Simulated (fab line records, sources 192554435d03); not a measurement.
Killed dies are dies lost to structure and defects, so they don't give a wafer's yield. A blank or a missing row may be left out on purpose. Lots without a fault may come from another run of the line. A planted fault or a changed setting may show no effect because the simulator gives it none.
Split-lot experiment | flow n5_finfet | 7 lots, 21 wafers read, on a route of 1938 steps

THE SPLIT
At N5_MOL_CONTACT_COAG_COAT_58 (time 60 s, resist thk 10 nm), the setting spin_rpm was moved away from the recipe's 1500 rpm on 5 of the 21 wafers read, by -10.9% to +6.1%. The other wafers ran this setting at the recipe's value.

FROM THE SPLIT TO THE READING: what the file shows between them, 7 steps
- N5_MOL_CONTACT_COAG_COAT_02: resist thk 30 nm (also split here: spin_rpm)
- N5_MOL_CONTACT_COAG_EBR_04
- N5_MOL_CONTACT_COAG_SOFTBAKE_03: time 60 s
- N5_MOL_CONTACT_COAG_EXPOSE_05: exposes mask CA, defocus 0 nm
- N5_MOL_CONTACT_COAG_PEB_06: peb time 60 s
- N5_MOL_CONTACT_COAG_DEVELOP_07: develop time 30 s
- N5_MOL_CONTACT_COAG_DESCUM_13: chemistry O2, time 7 s

THE READING
etch.depth_nm (the simulator's own value, which no gauge read), in nm, at N5_MOL_CONTACT_COAG_ETCH_59 (etches underlayer in N2/H2, target depth 13 nm, time 10.4 s). The file gives no usual value for it. The 16 wafers here that ran the recipe average 10.018 nm, standard deviation 0.031 nm.

wafer  | tool, chamber at the split | spin_rpm as run, rpm | against the recipe | etch.depth_nm, nm | against lot-mates on the recipe
L079.1 | litho_track-03, 0          | 1500                 | recipe             | 9.948             | -
L079.3 | litho_track-03, 0          | 1336                 | -10.9%             | 10.55             | +0.602
L079.4 | litho_track-03, 0          | 1336                 | -10.9%             | 10.55             | +0.602
L080.2 | litho_track-04, 0          | 1418                 | -5.5%              | 10.36             | +0.270
L080.4 | litho_track-04, 0          | 1500                 | recipe             | 10.09             | -
L080.5 | litho_track-04, 0          | 1418                 | -5.5%              | 10.34             | +0.250
L082.1 | litho_track-03, 0          | 1500                 | recipe             | 9.996             | -
L082.5 | litho_track-03, 0          | 1591                 | +6.1%              | 9.714             | -0.284
L082.6 | litho_track-03, 0          | 1500                 | recipe             | 10                | -
L083.1 | litho_track-02, 0          | 1500                 | recipe             | 10                | -
L083.3 | litho_track-02, 0          | 1500                 | recipe             | 10.06             | -
L083.5 | litho_track-02, 0          | 1500                 | recipe             | 10.01             | -
L092.2 | litho_track-04, 0          | 1500                 | recipe             | 9.998             | -
L092.4 | litho_track-04, 0          | 1500                 | recipe             | 9.994             | -
L092.5 | litho_track-04, 0          | 1500                 | recipe             | 10.02             | -
L094.3 | litho_track-03, 0          | 1500                 | recipe             | 10.04             | -
L094.4 | litho_track-03, 0          | 1500                 | recipe             | 10.03             | -
L094.6 | litho_track-03, 0          | 1500                 | recipe             | 10.03             | -
L096.1 | litho_track-03, 0          | 1500                 | recipe             | 10.01             | -
L096.4 | litho_track-03, 0          | 1500                 | recipe             | 10.04             | -
L096.6 | litho_track-03, 0          | 1500                 | recipe             | 10.02             | -

THE FIT
A straight line over all 21 wafers: etch.depth_nm changes by -0.0507 nm for each +1% of spin_rpm; r = -0.99; the points scatter about the line by 0.034 nm.
The same after taking each lot's own level away (the mean of its wafers on the recipe; 21 wafers): -0.0527 nm for each +1%; r = -1.00; scatter 0.02 nm.
On that fit, the largest move of spin_rpm shifts the reading by 0.58 nm.
The lots' own levels span 9.9480 to 10.0900 nm, that is 4.6 times the standard deviation above.
So the lot-to-lot level changes the slope little: the two slopes agree.
Check: with one of the wafers moved furthest among these (-10.9%) left out of the fit, the line predicts +0.564 nm for it against its lot-mates. It came out at +0.602 nm against them.

OTHER SPLITS ON THESE WAFERS
These wafers also went through other splits before the reading. Each is held against what the fit with the lots' levels taken away leaves over:
other split on the same wafers        | wafers away from the commonest value | r with etch.depth_nm (lot level and that fit taken away)
N5_HKMG_FIN_DEVELOP_48 develop_time_s | 6                                    | -0.48
N5_MOL_CONTACT_COAG_COAT_02 spin_rpm  | 5                                    | +0.11

THE WHOLE CHAIN: every reading that the file lists as answering this split, in the file's order
step                        | what it does                                                | reading                                                                                        | change (the file's fit)                | r (the file's)
N5_MOL_CONTACT_COAG_COAT_58 | time 60 s, resist thk 10 nm                                 | underlayer_of_MOL_CONTACT_COAG_COAT_58.thk_nm (the simulator's own value, which no gauge read) | -0.0535 nm for each +1% of the setting | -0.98
N5_MOL_CONTACT_COAG_ETCH_59 | etches underlayer in N2/H2, target depth 13 nm, time 10.4 s | etch.depth_nm (the simulator's own value, which no gauge read)                                 | -0.0525 nm for each +1% of the setting | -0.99

THE FILE'S OWN FIT
etch.depth_nm changes by -0.0525 nm for each +1% of spin_rpm, r = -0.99.
